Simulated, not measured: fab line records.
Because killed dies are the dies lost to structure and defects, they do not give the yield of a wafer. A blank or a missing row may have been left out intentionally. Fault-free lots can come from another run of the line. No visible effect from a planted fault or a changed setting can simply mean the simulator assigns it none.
fab line records || flow n5Finfet
record: {"lots": 4, "wafers": 11, "lastDay": 18}
route steps=1938 shown PMOS_HMC_CHANNEL_EPI@84 FIN_SAQP@90 STI_FIN_REVEAL@196 PASSIVATION@1936
lots with no fault: from the same line, run without faults
startH: hours from the record's first day to the start of the lot's first wafer shown || waitH: hours from the lot's prior step to this one || " the same as in the row above || L1.1+2: a single row standing in for several wafers || - no value, or no start given || * or withheld: withheld || < > ~ a bound
route shown NAME@n: names a module that has steps shown in the file, with the first one's number in the route || usual: the fault-free wafers' mean and standard deviation || same: alike in all rows || chamber/n: place in a boat || sites: each site's reading || _std_site: standard deviation across them || _edge_site: outer sites' mean less inner sites' || radiusMm: how far each site lies from the wafer's centre || mask NAME#n: copy n || behind: the most recent tool/chamber to have shaped the wafer || hold: reason for holding the lot/hours on hold/outcome of the hold || device: transistor that didn't switch, given as n, p or np || end of line: the route-end tests of the same wafers || a step given without rows: its recipe and nothing more || killed: dies lost to structure and defects at the first sort, not the wafer's yield || map: a wafer's dies, x killed, . not, _ none there
set.NAME: the setting that was run; set.NAME@STEP: the one run at that earlier step || model.NAME: the simulator's own value behind a step, which no gauge read
lots seen at some steps along the route; tables by step, rows by wafer
services: a tool's chamber out of use, with start hour (startH, from the record's first day; less than 0 if before it), hours out, and reason
== steps ==
step: N5_PMOS_HMC_CHANNEL_EPI_PRECLEAN_37
recipe: {"chemistry": "O3/DIW", "timeS": 45, "tempC": 22, "o3Ppm": 10}
step: N5_PMOS_HMC_CHANNEL_EPI_PRECLEAN_24
recipe: {"chemistry": "DHF", "timeS": 30, "tempC": 25, "dilution": "withheld"}
step: N5_PMOS_HMC_CHANNEL_EPI_SRD_25
recipe: {"dry": "ipaMarangoni", "doPpb": 5, "timeS": 30, "tempC": 23, "rinseLiquid": "diw"}
step: N5_PMOS_HMC_CHANNEL_EPI_EPI_26
recipe: {"material": "Si", "targetThkA": 38, "tempC": 650, "precursor": "SiH4/H2", "pressureTorr": 20, "timeS": 22.7}
step: N5_FIN_SAQP_PRECLEAN_42
recipe: {"chemistry": "O3/DIW", "timeS": 60, "tempC": 22, "o3Ppm": 10}
step: N5_FIN_SAQP_PRECLEAN_00
recipe: {"chemistry": "SC1", "timeS": 60, "tempC": 55, "mix": "1:2:50"}
step: N5_FIN_SAQP_PRECLEAN_44
recipe: {"chemistry": "SC2", "timeS": 45, "tempC": 35, "mix": "1:1:50"}
step: N5_FIN_SAQP_SRD_01
recipe: {"dry": "ipaMarangoni", "timeS": 30, "tempC": 23, "rinseLiquid": "diw"}
step: N5_FIN_SAQP_ALD_61
recipe: {"material": "SiO2", "targetThkA": 40, "tempC": 300, "aldPrecursorFamily": "BDEAS", "aldCoReactant": "O2-plasma", "pulseTimeS": 1, "purgeTimeS": 2, "coReactantPurgeTimeS": 2, "aldCycles": 43, "pressureTorr": 2}
step: N5_FIN_SAQP_DENSIFY_62
recipe: {"tempC": 700, "timeS": 60, "ambient": "N2", "idleTempC": 600, "rampUpCPerS": 150, "rampDownCPerS": 60, "coolToC": 600}
step: N5_FIN_SAQP_HM_DEP_03
recipe: {"material": "SiNx", "targetThkA": 380, "tempC": 400, "precursor": "SiH4/NH3/N2", "pressureTorr": 1.5, "rfW": 300, "timeS": 33.6}
usual: {"heaterPowerW": "780/88", "showerheadPlenumPTorr": "5.136/0.029", "showerheadVppV": "1053/59", "throttleValvePct": "40.5/1.8"}
{"lot.wafer": "L155.1", "tool": "pecvd-01", "chamber": 1, "startH": 56.92, "waitH": 0.2, "heaterPowerW": 743, "showerheadPlenumPTorr": 5.178, "showerheadVppV": 1104, "throttleValvePct": 42.3, "model.SiNx_of_FIN_SAQP_HM_DEP_03.thkNm": 37.85}
{"lot.wafer": "L155.5", "tool": "pecvd-01", "chamber": 0, "startH": 56.92, "waitH": 0.2, "heaterPowerW": 1004, "showerheadPlenumPTorr": 5.142, "showerheadVppV": 958, "throttleValvePct": 42.9, "model.SiNx_of_FIN_SAQP_HM_DEP_03.thkNm": 38.01}
{"lot.wafer": "L155.6", "tool": "pecvd-01", "chamber": 1, "startH": 56.92, "waitH": 0.2, "heaterPowerW": 751, "showerheadPlenumPTorr": 5.178, "showerheadVppV": 1100, "throttleValvePct": 42.3, "model.SiNx_of_FIN_SAQP_HM_DEP_03.thkNm": 37.74}
{"lot.wafer": "L160.2", "tool": "pecvd-01", "chamber": 0, "startH": 87.95, "waitH": 0.2, "heaterPowerW": 859, "showerheadPlenumPTorr": 5.133, "showerheadVppV": 944, "throttleValvePct": 43.3, "model.SiNx_of_FIN_SAQP_HM_DEP_03.thkNm": 37.81}
{"lot.wafer": "L160.3", "tool": "pecvd-01", "chamber": 2, "startH": 87.95, "waitH": 0.2, "heaterPowerW": 724, "showerheadPlenumPTorr": 5.140, "showerheadVppV": 1117, "throttleValvePct": 39.5, "model.SiNx_of_FIN_SAQP_HM_DEP_03.thkNm": 37.26}
{"lot.wafer": "L160.4", "tool": "pecvd-01", "chamber": 2, "startH": 87.95, "waitH": 0.2, "heaterPowerW": 724, "showerheadPlenumPTorr": 5.144, "showerheadVppV": 1101, "throttleValvePct": 39.3, "model.SiNx_of_FIN_SAQP_HM_DEP_03.thkNm": 39.04}
{"lot.wafer": "L163.4", "tool": "pecvd-01", "chamber": 1, "startH": 104.80, "waitH": 0.1, "heaterPowerW": 809, "showerheadPlenumPTorr": 5.181, "showerheadVppV": 1109, "throttleValvePct": 42.4, "model.SiNx_of_FIN_SAQP_HM_DEP_03.thkNm": 38.57}
{"lot.wafer": "L163.5", "tool": "pecvd-01", "chamber": 1, "startH": 104.80, "waitH": 0.1, "heaterPowerW": 806, "showerheadPlenumPTorr": 5.187, "showerheadVppV": 1098, "throttleValvePct": 42.1, "model.SiNx_of_FIN_SAQP_HM_DEP_03.thkNm": 37.3}
{"lot.wafer": "L170.1", "tool": "pecvd-04", "chamber": 1, "startH": 146.84, "waitH": 0.2, "heaterPowerW": 727, "showerheadPlenumPTorr": 5.132, "showerheadVppV": 1059, "throttleValvePct": 40.0, "model.SiNx_of_FIN_SAQP_HM_DEP_03.thkNm": 37.58}
{"lot.wafer": "L170.4", "tool": "pecvd-04", "chamber": 0, "startH": 146.84, "waitH": 0.2, "heaterPowerW": 736, "showerheadPlenumPTorr": 5.118, "showerheadVppV": 1030, "throttleValvePct": 40.6, "model.SiNx_of_FIN_SAQP_HM_DEP_03.thkNm": 38.17}
{"lot.wafer": "L170.5", "tool": "pecvd-04", "chamber": 1, "startH": 146.84, "waitH": 0.2, "heaterPowerW": 737, "showerheadPlenumPTorr": 5.114, "showerheadVppV": 1074, "throttleValvePct": 40.1, "model.SiNx_of_FIN_SAQP_HM_DEP_03.thkNm": 38.12}
step: N5_FIN_SAQP_PECVD_47
recipe: {"material": "a-Si", "targetThkA": 450, "tempC": 400, "precursor": "SiH4/He", "pressureTorr": 3, "rfW": 100, "timeS": 36.3}
step: N5_FIN_SAQP_PECVD_48
recipe: {"material": "SiNx", "targetThkA": 250, "tempC": 400, "precursor": "SiH4/NH3/N2", "pressureTorr": 1.5, "rfW": 300, "timeS": 22.1}
step: N5_FIN_SAQP_PECVD_06
recipe: {"material": "a-Si", "targetThkA": 600, "tempC": 400, "precursor": "SiH4/He", "pressureTorr": 3, "rfW": 100, "timeS": 48.1}
step: N5_FIN_SAQP_HM_DEP_72
recipe: {"material": "SiO2", "targetThkA": 120, "tempC": 400, "precursor": "SiH4/N2O", "pressureTorr": 0.75, "rfW": 275, "timeS": 7.2}
step: N5_FIN_SAQP_COAT_49
recipe: {"resist": "SOC", "tempC": 250, "timeS": 60, "spinRpm": 1500, "resistThkNm": 100}
step: N5_FIN_SAQP_COAT_50
recipe: {"resist": "SiARC", "tempC": 220, "timeS": 60, "spinRpm": 1500, "resistThkNm": 35}
step: N5_FIN_SAQP_COAT_10
recipe: {"resist": "CAR-ArF", "spinRpm": 1500, "resistThkNm": 90}
step: N5_FIN_SAQP_EBR_12
recipe: {"solvent": "PGMEA", "ebrWidthMm": 1.5}
step: N5_FIN_SAQP_SOFTBAKE_11
recipe: {"tempC": 110, "timeS": 60, "resist": "CAR-ArF"}
step: N5_FIN_SAQP_EXPOSE_13
recipe: {"maskId": "FIN_CORE", "na": 1.35, "sourceShape": "dipole", "sigmaInner": 0.538, "sigmaOuter": 0.738, "polarization": "te", "targetCdNm": 35.6, "doseMj": 63.25}
step: N5_FIN_SAQP_PEB_14
recipe: {"pebTempC": "withheld", "pebTimeS": 60, "resist": "CAR-ArF"}
step: N5_FIN_SAQP_DEVELOP_15
recipe: {"developTimeS": 30, "developer": "TMAH", "resist": "CAR-ArF", "devTempC": 23, "rinseLiquid": "diw", "dry": "airSpin"}
step: N5_FIN_SAQP_DESCUM_21
recipe: {"chemistry": "O2", "timeS": 7.9, "sourcePowerW": 50, "biasPowerW": 20, "pressureMtorr": 20, "rfFrequencyHz": 2.712e+07, "tempC": 40, "resist": "CAR-ArF", "o2FlowSccm": 225}
step: N5_FIN_SAQP_ETCH_51
recipe: {"chemistry": "CF4", "target": "SiARC", "targetDepthA": 455, "maskMaterial": "CAR-ArF", "timeS": 75.8, "ionEnergyEv": 80, "pressureMtorr": 40, "sourceW": 545, "biasW": 36, "Ar_flow_sccm": 100, "cf4FlowSccm": 100, "ends": "cleared"}
step: N5_FIN_SAQP_ETCH_52
recipe: {"chemistry": "N2/H2", "target": "SOC", "targetDepthA": 1000, "overetchA": 200, "maskMaterial": "SiARC", "tempC": 40, "timeS": 150, "ionEnergyEv": 200, "pressureMtorr": 30, "sourceW": 840, "biasW": 150, "n2FlowSccm": 200, "h2FlowSccm": 200, "ends": "endPoint"}
step: N5_FIN_SAQP_STRIP_53
recipe: {"chemistry": "N2/H2", "tempC": 40, "n2FlowSccm": 200, "h2FlowSccm": 200, "rfFrequencyHz": 6e+07}
step: N5_FIN_SAQP_HM_OPEN_73
recipe: {"chemistry": "CHF3/O2", "target": "SiO2", "stopOn": "a-Si", "targetDepthA": 120, "overEtchFrac": 1.8, "maskMaterial": "SOC", "timeS": 16.8, "pressureMtorr": 30, "sourceW": 650, "biasW": 170, "Ar_flow_sccm": 200, "CHF3_flow_sccm": 50, "O2_flow_sccm": 5, "ionEnergyEv": 200, "ends": "endPoint"}
step: N5_FIN_SAQP_STRIP_74
recipe: {"chemistry": "CHF3/O2", "resist": "SiARC", "rfFrequencyHz": 6e+07}
step: N5_FIN_SAQP_MANDREL_ETCH_22
recipe: {"targetDepthA": 600, "chemistry": "HBr/Cl2", "target": "a-Si", "stopOn": "SiNx", "btTimeS": 10, "overEtchFrac": 0.5, "timeS": 30, "pressureMtorr": 10, "icpW": 800, "biasW": 75, "HBr_flow_sccm": 150, "Cl2_flow_sccm": 80, "ends": "endPoint"}
step: N5_FIN_SAQP_STRIP_55
recipe: {"chemistry": "N2/H2", "powerW": 500, "tempC": 40, "pressureMtorr": 50, "rfFrequencyHz": 6e+07, "overashFraction": 0.3, "biasPowerW": 28, "h2Frac": 0.5, "n2FlowSccm": 300, "h2FlowSccm": 300}
step: N5_FIN_SAQP_STRIP_23
recipe: {"chemistry": "SPM", "timeS": 750, "tempC": 130, "h2so4H2o2VolRatio": 4}
step: N5_FIN_SAQP_SRD_66
recipe: {"dry": "ipaMarangoni", "timeS": 30, "tempC": 23, "rinseLiquid": "diw"}
step: N5_FIN_SAQP_RECESS_75
recipe: {"chemistry": "HF/NH3", "target": "SiO2", "targetDepthA": 144, "afsCycles": 3, "tempC": 30, "sublimationTempC": 180, "sublimationTimeS": 60}
step: N5_FIN_SAQP_SPACER1_ALD_24
recipe: {"material": "SiO2", "targetThkA": 203, "tempC": 300, "aldPrecursorFamily": "BDEAS", "aldCoReactant": "O2-plasma", "pulseTimeS": 1, "purgeTimeS": 2, "coReactantPurgeTimeS": 2, "aldCycles": 218, "pressureTorr": 2}
step: N5_FIN_SAQP_HM_OPEN_33
recipe: {"chemistry": "CH3F/O2", "target": "SiNx", "maskMaterial": "SiO2", "targetDepthA": 494, "timeS": 70.6, "pressureMtorr": 30, "sourceW": 395, "biasW": 73, "Ar_flow_sccm": 150, "CH3F_flow_sccm": 30, "O2_flow_sccm": 20, "ionEnergyEv": 120, "ends": "cleared"}
usual: {"drypumpMotorCurrentA": "5.62/0.29", "etchRfOnTimeS": "69.9/1.1", "oesProductAu": "0.67/0.083", "rfVppV": "298/3.1", "showerheadPlenumPTorr": "2.01/0.081", "throttleValvePct": "16.39/0.23"}
{"lot.wafer": "L155.1", "tool": "rieDiel-01", "chamber": 2, "startH": 62.05, "waitH": 0.1, "drypumpMotorCurrentA": 5.89, "etchRfOnTimeS": 70.7, "oesProductAu": 0.64, "rfHoursCounterH": 146, "rfVppV": 298, "showerheadPlenumPTorr": 2.00, "throttleValvePct": 16.46, "model.etch.depthNm": 37.23}
{"lot.wafer": "L155.5", "tool": "rieDiel-01", "chamber": 3, "startH": 62.05, "waitH": 0.1, "drypumpMotorCurrentA": 5.47, "etchRfOnTimeS": 69.0, "oesProductAu": 0.74, "rfHoursCounterH": "-", "rfVppV": 296, "showerheadPlenumPTorr": 1.95, "throttleValvePct": 16.27, "model.etch.depthNm": 37.38}
{"lot.wafer": "L155.6", "tool": "rieDiel-01", "chamber": 0, "startH": 62.05, "waitH": 0.1, "drypumpMotorCurrentA": 5.69, "etchRfOnTimeS": 69.9, "oesProductAu": 0.69, "rfHoursCounterH": "-", "rfVppV": 299, "showerheadPlenumPTorr": 1.94, "throttleValvePct": 16.31, "model.etch.depthNm": 37.11}
{"lot.wafer": "L160.2", "tool": "rieDiel-03", "chamber": 1, "startH": 92.77, "waitH": 0.1, "drypumpMotorCurrentA": 6.02, "etchRfOnTimeS": 68.8, "oesProductAu": 0.83, "rfHoursCounterH": 8, "rfVppV": 304, "showerheadPlenumPTorr": 2.14, "throttleValvePct": 16.27, "model.etch.depthNm": 37.15}
{"lot.wafer": "L160.3", "tool": "rieDiel-03", "chamber": 2, "startH": 92.77, "waitH": 0.1, "drypumpMotorCurrentA": 5.49, "etchRfOnTimeS": 68.9, "oesProductAu": 0.61, "rfHoursCounterH": 193, "rfVppV": 301, "showerheadPlenumPTorr": 2.08, "throttleValvePct": 16.81, "model.etch.depthNm": 36.64}
{"lot.wafer": "L160.4", "tool": "rieDiel-03", "chamber": 1, "startH": 92.77, "waitH": 0.1, "drypumpMotorCurrentA": 6.03, "etchRfOnTimeS": 71.3, "oesProductAu": 0.84, "rfHoursCounterH": "-", "rfVppV": 304, "showerheadPlenumPTorr": 2.14, "throttleValvePct": 16.26, "model.etch.depthNm": 38.41}
{"lot.wafer": "L163.4", "tool": "rieDiel-05", "chamber": 0, "startH": 109.92, "waitH": 0.0, "drypumpMotorCurrentA": 5.63, "etchRfOnTimeS": 71.0, "oesProductAu": 0.64, "rfHoursCounterH": 151, "rfVppV": 297, "showerheadPlenumPTorr": 2.00, "throttleValvePct": 16.38, "model.etch.depthNm": 37.94}
{"lot.wafer": "L163.5", "tool": "rieDiel-05", "chamber": 2, "startH": 109.92, "waitH": 0.0, "drypumpMotorCurrentA": 4.90, "etchRfOnTimeS": 68.2, "oesProductAu": 0.82, "rfHoursCounterH": "-", "rfVppV": 294, "showerheadPlenumPTorr": 2.04, "throttleValvePct": 15.78, "model.etch.depthNm": 36.68}
{"lot.wafer": "L170.1", "tool": "rieDiel-03", "chamber": 0, "startH": 151.84, "waitH": 0.1, "drypumpMotorCurrentA": 5.28, "etchRfOnTimeS": 68.9, "oesProductAu": 0.80, "rfHoursCounterH": 10, "rfVppV": 298, "showerheadPlenumPTorr": 2.14, "throttleValvePct": 16.10, "model.etch.depthNm": 36.94}
{"lot.wafer": "L170.4", "tool": "rieDiel-03", "chamber": 1, "startH": 151.84, "waitH": 0.1, "drypumpMotorCurrentA": 6.04, "etchRfOnTimeS": 70.7, "oesProductAu": 0.77, "rfHoursCounterH": 33, "rfVppV": 304, "showerheadPlenumPTorr": 2.13, "throttleValvePct": 16.32, "model.etch.depthNm": 37.51}
{"lot.wafer": "L170.5", "tool": "rieDiel-03", "chamber": 1, "startH": 151.84, "waitH": 0.1, "drypumpMotorCurrentA": 6.02, "etchRfOnTimeS": 70.7, "oesProductAu": 0.77, "rfHoursCounterH": "-", "rfVppV": 305, "showerheadPlenumPTorr": 2.13, "throttleValvePct": 16.31, "model.etch.depthNm": 37.48}
step: N5_STI_FIN_REVEAL_RECESS_09
recipe: {"chemistry": "HF/NH3", "target": "SiO2", "afsCycles": 11, "targetDepthA": 425, "tempC": 30, "sublimationTempC": 180, "sublimationTimeS": 60}
usual: {"drypumpMotorCurrentA": "5.68/0.22"}
same: {"afsCycles": 11}
{"lot.wafer": "L155.1", "tool": "vaporEtch-01", "chamber": 0, "startH": 70.48, "waitH": 0.0, "drypumpMotorCurrentA": 5.45, "model.SiNx_of_FIN_SAQP_HM_DEP_03.thkNm": 18}
{"lot.wafer": "L155.5", "tool": "vaporEtch-01", "chamber": 1, "startH": 71.54, "waitH": 1.1, "drypumpMotorCurrentA": 5.51, "model.SiNx_of_FIN_SAQP_HM_DEP_03.thkNm": 18}
{"lot.wafer": "L155.6", "tool": "vaporEtch-01", "chamber": 0, "startH": 71.54, "waitH": 1.1, "drypumpMotorCurrentA": 5.44, "model.SiNx_of_FIN_SAQP_HM_DEP_03.thkNm": 18}
{"lot.wafer": "L160.2", "tool": "vaporEtch-01", "chamber": 1, "startH": 103.01, "waitH": 0.0, "drypumpMotorCurrentA": 5.50, "model.SiNx_of_FIN_SAQP_HM_DEP_03.thkNm": 17.8}
{"lot.wafer": "L160.3", "tool": "vaporEtch-01", "chamber": 1, "startH": 103.01, "waitH": 0.0, "drypumpMotorCurrentA": 5.44, "model.SiNx_of_FIN_SAQP_HM_DEP_03.thkNm": 17.8}
{"lot.wafer": "L160.4", "tool": "vaporEtch-01", "chamber": 0, "startH": 103.01, "waitH": 0.0, "drypumpMotorCurrentA": 5.44, "model.SiNx_of_FIN_SAQP_HM_DEP_03.thkNm": 19.4}
{"lot.wafer": "L163.4", "tool": "vaporEtch-01", "chamber": 1, "startH": 119.01, "waitH": 0.7, "drypumpMotorCurrentA": 5.49, "model.SiNx_of_FIN_SAQP_HM_DEP_03.thkNm": 19}
{"lot.wafer": "L163.5", "tool": "vaporEtch-01", "chamber": 1, "startH": 119.01, "waitH": 0.7, "drypumpMotorCurrentA": 5.52, "model.SiNx_of_FIN_SAQP_HM_DEP_03.thkNm": 17.6}
{"lot.wafer": "L170.1", "tool": "vaporEtch-02", "chamber": 0, "startH": 159.81, "waitH": 0.0, "drypumpMotorCurrentA": 5.94, "model.SiNx_of_FIN_SAQP_HM_DEP_03.thkNm": 18.2}
{"lot.wafer": "L170.4", "tool": "vaporEtch-02", "chamber": 1, "startH": 159.81, "waitH": 0.0, "drypumpMotorCurrentA": 5.84, "model.SiNx_of_FIN_SAQP_HM_DEP_03.thkNm": 18.2}
{"lot.wafer": "L170.5", "tool": "vaporEtch-02", "chamber": 0, "startH": 159.81, "waitH": 0.0, "drypumpMotorCurrentA": 5.95, "model.SiNx_of_FIN_SAQP_HM_DEP_03.thkNm": 18.2}
step: N5_PASSIVATION_PROBE_49
usual: {"killed_at_M0_to_M3": "34/9.9", "killed_at_M4_up": "14/5.7", "killedAtContacts": "13/6.3", "killedAtFrontEnd": "39/9.9", "killedAtOther": "3.7/2.8", "killedDies": "104/15", "killedOnRim": "14/3.8", "killedOpen": "68/12", "killedShort": "34/6.7"}
same: {"grossDies": 1180, "killedAtBackSide": 0}
{"lot.wafer": "L160.2", "tool": "prober-02", "chamber": "-", "startH": 384.63, "waitH": 0.1, "killed_at_M0_to_M3": 56, "killed_at_M4_up": 12, "killedAtContacts": 16, "killedAtFrontEnd": 38, "killedAtOther": 0, "killedDies": 122, "killedOnRim": 18, "killedOpen": 89, "killedShort": 31}
{"lot.wafer": "L160.3", "tool": "prober-02", "chamber": "-", "startH": 384.68, "waitH": 0.1, "killed_at_M0_to_M3": 51, "killed_at_M4_up": 14, "killedAtContacts": 2, "killedAtFrontEnd": 40, "killedAtOther": 0, "killedDies": 107, "killedOnRim": 15, "killedOpen": 65, "killedShort": 41}
{"lot.wafer": "L160.4", "tool": "prober-02", "chamber": "-", "startH": 384.73, "waitH": 0.2, "killed_at_M0_to_M3": 69, "killed_at_M4_up": 8, "killedAtContacts": 13, "killedAtFrontEnd": 46, "killedAtOther": 2, "killedDies": 138, "killedOnRim": 19, "killedOpen": 95, "killedShort": 41}
{"lot.wafer": "L163.4", "tool": "prober-01", "chamber": "-", "startH": 410.73, "waitH": 0.2, "killed_at_M0_to_M3": 23, "killed_at_M4_up": 11, "killedAtContacts": 17, "killedAtFrontEnd": 41, "killedAtOther": 4, "killedDies": 96, "killedOnRim": 8, "killedOpen": 65, "killedShort": 30}
{"lot.wafer": "L163.5", "tool": "prober-01", "chamber": "-", "startH": 410.78, "waitH": 0.2, "killed_at_M0_to_M3": 28, "killed_at_M4_up": 12, "killedAtContacts": 24, "killedAtFrontEnd": 24, "killedAtOther": 6, "killedDies": 94, "killedOnRim": 15, "killedOpen": 61, "killedShort": 32}
killed by level:class
L160.2 BEOL_M2:geometricParticle:open=20 MOL_CONTACT_COAG:geometricParticle:open=14 STI_FIN_REVEAL:geometricParticle:open=11 BEOL_M3:geometricParticle:open=10 BEOL_M0:geometricParticle:open=9 FIN_SAQP:geometricParticle:short=7 FIN_SAQP:geometricParticle:open=6 BEOL_M0_SAQP:geometricParticle:short=6
L160.3 BEOL_M2:geometricParticle:open=15 FIN_SAQP:geometricParticle:open=10 STI_FIN_REVEAL:geometricParticle:open=7 BEOL_M3:geometricParticle:open=7 BEOL_M3:geometricParticle:short=7 GATE_CUT:geometricParticle:short=5 FIN_SAQP:geometricParticle:short=4 BEOL_M0_SAQP:geometricParticle:short=4
L160.4 BEOL_M3:geometricParticle:open=24 STI_FIN_REVEAL:geometricParticle:open=19 BEOL_M2:geometricParticle:open=10 BEOL_M0:geometricParticle:open=9 MOL_CONTACT_COAG:geometricParticle:open=8 BEOL_M3:geometricParticle:short=7 FIN_SAQP:geometricParticle:open=6 BEOL_M0_SAQP:geometricParticle:short=6
L163.4 STI_FIN_REVEAL:geometricParticle:open=16 MOL_CONTACT_COAG:geometricParticle:open=12 BEOL_M1:geometricParticle:open=7 FIN_SAQP:geometricParticle:open=5 MOL_CONTACT_COAG:geometricParticle:short=5 DUMMY_GATE:geometricParticle:short=4 BEOL_M3:geometricParticle:open=4 BEOL_M3:geometricParticle:short=4
L163.5 MOL_CONTACT_COAG:geometricParticle:open=17 BEOL_M0_SAQP:geometricParticle:short=9 MOL_CONTACT_COAG:geometricParticle:short=7 BEOL_M0_SAQP:geometricParticle:open=7 STI_FIN_REVEAL:geometricParticle:open=6 BEOL_M4:geometricParticle:open=6 FIN_SAQP:geometricParticle:open=5 FIN_SAQP:geometricParticle:short=4
== services ==
{"tool": "rieDiel-03", "chamber": 1, "startH": 36.13, "hours": "-", "kind": "clean"}
{"tool": "rieDiel-03", "chamber": 1, "startH": 36.13, "hours": "-", "kind": "consumableReplace:focusRing"}
{"tool": "rieDiel-03", "chamber": 1, "startH": 36.13, "hours": "-", "kind": "consumableReplace:showerhead"}
{"tool": "rieDiel-03", "chamber": 1, "startH": 36.13, "hours": 23.5, "kind": "scheduledDown"}
{"tool": "rieDiel-03", "chamber": 1, "startH": 36.13, "hours": 23.5, "kind": "ventCycle"}
{"tool": "rieDiel-05", "chamber": 3, "startH": 36.17, "hours": 4.6, "kind": "repair"}
{"tool": "rieDiel-01", "chamber": 0, "startH": 38.78, "hours": 9.7, "kind": "repair"}
{"tool": "rieDiel-05", "chamber": 0, "startH": 50.46, "hours": 10.7, "kind": "repair"}
{"tool": "pecvd-01", "chamber": 1, "startH": 51.17, "hours": 5.5, "kind": "scheduledDown"}
{"tool": "rieDiel-05", "chamber": 3, "startH": 61.73, "hours": "-", "kind": "clean"}
{"tool": "rieDiel-03", "chamber": 1, "startH": 64.50, "hours": 6.7, "kind": "repair"}
{"tool": "pecvd-01", "chamber": "-", "startH": 70.81, "hours": 6.0, "kind": "pm"}
{"tool": "rieDiel-05", "chamber": "-", "startH": 81.03, "hours": 0.2, "kind": "repair"}
{"tool": "rieDiel-01", "chamber": "-", "startH": 89.84, "hours": 2.8, "kind": "pm"}
{"tool": "rieDiel-03", "chamber": 0, "startH": 91.82, "hours": "-", "kind": "clean"}
{"tool": "rieDiel-03", "chamber": 0, "startH": 91.82, "hours": "-", "kind": "consumableReplace:focusRing"}
{"tool": "rieDiel-03", "chamber": 0, "startH": 91.82, "hours": "-", "kind": "consumableReplace:showerhead"}
{"tool": "rieDiel-03", "chamber": 0, "startH": 91.82, "hours": 14.4, "kind": "scheduledDown"}
{"tool": "rieDiel-03", "chamber": 0, "startH": 91.82, "hours": 14.4, "kind": "ventCycle"}
{"tool": "pecvd-01", "chamber": 0, "startH": 98.69, "hours": 8.8, "kind": "repair"}
{"tool": "rieDiel-03", "chamber": 0, "startH": 107.33, "hours": 15.4, "kind": "repair"}
{"tool": "pecvd-01", "chamber": "-", "startH": 131.70, "hours": 0.8, "kind": "repair"}
{"tool": "rieDiel-05", "chamber": 0, "startH": 142.77, "hours": 7.4, "kind": "repair"}
{"tool": "rieDiel-03", "chamber": 1, "startH": 153.77, "hours": 12.3, "kind": "repair"}
== key ==
firstSign none at tools or gauges
modelEffect: {"step": "N5_FIN_SAQP_HM_DEP_03", "value": "SiNx_of_FIN_SAQP_HM_DEP_03.thkNm", "without": 38.85, "struck": 37.28}
modelEffect: {"step": "N5_FIN_SAQP_HM_OPEN_33", "value": "etch.depthNm", "without": 38.23, "struck": 36.66}
modelEffect: {"step": "N5_STI_FIN_REVEAL_RECESS_09", "value": "SiNx_of_FIN_SAQP_HM_DEP_03.thkNm", "without": 19.2, "struck": 17.7}
metAt N5_FIN_SAQP_HM_DEP_03
struckWafers L160.3,L163.5
testerLeftOut L160,L163
onsetBetween 56.92 87.95
fault: {"kind": "processParameterDrift", "tool": "pecvd-01", "chamber": "-", "onsetH": 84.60, "steps": "N5_FIN_SAQP_HM_DEP_03", "channel": "targetThkA", "offset": "*", "shape": "step", "endH": 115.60, "scope": "struckWafersOnly", "actsIn": "*", "stated": "*"}
testerLeftOut: of these lots the tester's yield and bins aren't shown, on N5 and GAA mostly nor the transistor test; their killed dies are dies lost to structure and defects alone, not to doping, threshold or leakage, so they don't give the yield
